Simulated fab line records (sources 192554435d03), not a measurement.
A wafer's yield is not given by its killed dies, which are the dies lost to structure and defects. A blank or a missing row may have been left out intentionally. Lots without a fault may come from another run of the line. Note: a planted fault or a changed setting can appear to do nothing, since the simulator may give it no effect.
Chamber matching -- flow n5 finfet -- N5_DUMMY_REMOVAL_STRIP_10 on rie diel-01 has 4 sister chambers
The step strips in N2/H2, time 40 s. 4 wafers are shown with their chamber, then 9 later ones without.

## WAFERS WITH THEIR CHAMBER
wafer,chamber,showerhead plenum p Torr (Torr)
L086.1,0,3.30
L087.1,2,3.52
L087.3,1,3.35
L087.5,3,3.58

## WAFERS WHOSE CHAMBER IS MISSING
wafer,showerhead plenum p Torr (Torr)
L089.1,3.30
L089.3,3.52
L089.6,3.58
L092.1,3.30
L092.2,3.57
L092.4,3.51
L093.1,3.30
L093.4,3.34
L093.5,3.57

## WHICH CHAMBER EACH ONE RAN IN
wafer,from the rows above,in truth
L089.1,0,0
L089.3,2,2
L089.6,3,3
L092.1,0,0
L092.2,3,3
L092.4,2,2
L093.1,0,0
L093.4,1,1
L093.5,3,3
Correctly placed: 9 of 9. Left unplaced by these rows: 0. Number placed wrongly: 0.
How it was worked out, from the rows above alone: a wafer's distance from a chamber is the root of the sum, over the readings, of the square of ((its reading less the chamber's mean) divided by the reading's scatter). The wafer belongs to the nearest chamber; if the next one is less than 2 further off, it can't be placed. The mean given for a chamber averages the wafers shown for that chamber. The scatter: root of mean squared gap, hidden wafer to nearest shown wafer, with one shown wafer a chamber.
